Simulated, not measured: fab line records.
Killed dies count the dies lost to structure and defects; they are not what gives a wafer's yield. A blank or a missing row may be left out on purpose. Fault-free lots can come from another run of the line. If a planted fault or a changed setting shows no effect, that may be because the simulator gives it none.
Chamber matching / flow n5_finfet / rie_diel-06 running N5_SD_EPI_P_ETCH_16: 4 sister chambers
The step etches SiO2 in CHF3/O2, target depth 5 nm. 16 wafers are shown with their chamber, then 8 later ones without.

== WAFERS, EACH WITH ITS CHAMBER ==
wafer=L075.1; chamber=0; showerhead_plenum_p_Torr (Torr)=2.46; drypump_motor_current_A (A)=5.5; throttle_valve_pct (%)=18.51
wafer=L075.4; chamber=2; showerhead_plenum_p_Torr (Torr)=2.53; drypump_motor_current_A (A)=6.0; throttle_valve_pct (%)=18.51
wafer=L075.5; chamber=2; showerhead_plenum_p_Torr (Torr)=2.53; drypump_motor_current_A (A)=6.0; throttle_valve_pct (%)=18.50
wafer=L081.1; chamber=0; showerhead_plenum_p_Torr (Torr)=2.46; drypump_motor_current_A (A)=5.5; throttle_valve_pct (%)=18.53
wafer=L081.3; chamber=3; showerhead_plenum_p_Torr (Torr)=2.30; drypump_motor_current_A (A)=5.1; throttle_valve_pct (%)=18.85
wafer=L081.6; chamber=3; showerhead_plenum_p_Torr (Torr)=2.29; drypump_motor_current_A (A)=5.0; throttle_valve_pct (%)=18.83
wafer=L083.1; chamber=3; showerhead_plenum_p_Torr (Torr)=2.29; drypump_motor_current_A (A)=5.1; throttle_valve_pct (%)=18.86
wafer=L083.3; chamber=1; showerhead_plenum_p_Torr (Torr)=2.47; drypump_motor_current_A (A)=6.0; throttle_valve_pct (%)=18.58
wafer=L083.5; chamber=2; showerhead_plenum_p_Torr (Torr)=2.52; drypump_motor_current_A (A)=5.9; throttle_valve_pct (%)=18.55
wafer=L085.1; chamber=0; showerhead_plenum_p_Torr (Torr)=2.45; drypump_motor_current_A (A)=5.5; throttle_valve_pct (%)=18.54
wafer=L085.2; chamber=2; showerhead_plenum_p_Torr (Torr)=2.52; drypump_motor_current_A (A)=6.0; throttle_valve_pct (%)=18.56
wafer=L085.6; chamber=2; showerhead_plenum_p_Torr (Torr)=2.52; drypump_motor_current_A (A)=5.9; throttle_valve_pct (%)=18.55
wafer=L087.1; chamber=2; showerhead_plenum_p_Torr (Torr)=2.52; drypump_motor_current_A (A)=5.9; throttle_valve_pct (%)=18.55
wafer=L087.5; chamber=1; showerhead_plenum_p_Torr (Torr)=2.46; drypump_motor_current_A (A)=6.0; throttle_valve_pct (%)=18.59
wafer=L087.6; chamber=0; showerhead_plenum_p_Torr (Torr)=2.45; drypump_motor_current_A (A)=5.4; throttle_valve_pct (%)=18.55
wafer=L091.3; chamber=2; showerhead_plenum_p_Torr (Torr)=2.52; drypump_motor_current_A (A)=5.9; throttle_valve_pct (%)=18.57

SIGNATURES (means of the wafers above)
reading=showerhead_plenum_p_Torr; chamber 0=2.4550; chamber 1=2.4650; chamber 2=2.5229; chamber 3=2.2933; scatter within a chamber=0.00547
reading=drypump_motor_current_A; chamber 0=5.475; chamber 1=6.000; chamber 2=5.943; chamber 3=5.067; scatter within a chamber=0.0511
reading=throttle_valve_pct; chamber 0=18.5325; chamber 1=18.5850; chamber 2=18.5414; chamber 3=18.8467; scatter within a chamber=0.0214
Rule: distance of a wafer from a chamber = root of the sum over the readings of ((wafer's reading minus chamber's mean) / reading's scatter) squared. If the next closest chamber is less than 2 further off than the closest, the wafer can't be placed; otherwise it belongs to the closest. The scatter: take each reading less its chamber's mean, square it, sum over the shown wafers, divide by the number of wafers less the number of chambers, and take the root.

== WAFERS WITH NO CHAMBER GIVEN ==
wafer=L091.4; showerhead_plenum_p_Torr (Torr)=2.29; drypump_motor_current_A (A)=5.1; throttle_valve_pct (%)=18.87
wafer=L091.5; showerhead_plenum_p_Torr (Torr)=2.46; drypump_motor_current_A (A)=6.0; throttle_valve_pct (%)=18.60
wafer=L096.1; showerhead_plenum_p_Torr (Torr)=2.52; drypump_motor_current_A (A)=6.0; throttle_valve_pct (%)=18.56
wafer=L096.2; showerhead_plenum_p_Torr (Torr)=2.45; drypump_motor_current_A (A)=5.4; throttle_valve_pct (%)=18.55
wafer=L096.3; showerhead_plenum_p_Torr (Torr)=2.46; drypump_motor_current_A (A)=5.9; throttle_valve_pct (%)=18.62
wafer=L097.2; showerhead_plenum_p_Torr (Torr)=2.46; drypump_motor_current_A (A)=6.0; throttle_valve_pct (%)=18.61
wafer=L097.4; showerhead_plenum_p_Torr (Torr)=2.45; drypump_motor_current_A (A)=5.5; throttle_valve_pct (%)=18.58
wafer=L097.6; showerhead_plenum_p_Torr (Torr)=2.29; drypump_motor_current_A (A)=5.1; throttle_valve_pct (%)=18.91

== WHICH CHAMBER EACH WENT THROUGH ==
wafer=L091.4; from the rows above=3; in truth=3
wafer=L091.5; from the rows above=1; in truth=1
wafer=L096.1; from the rows above=2; in truth=2
wafer=L096.2; from the rows above=0; in truth=0
wafer=L096.3; from the rows above=1; in truth=1
wafer=L097.2; from the rows above=1; in truth=1
wafer=L097.4; from the rows above=0; in truth=0
wafer=L097.6; from the rows above=3; in truth=3
Correct placement for 8 of the 8. Not placeable from these rows: 0. Wrongly placed: 0.
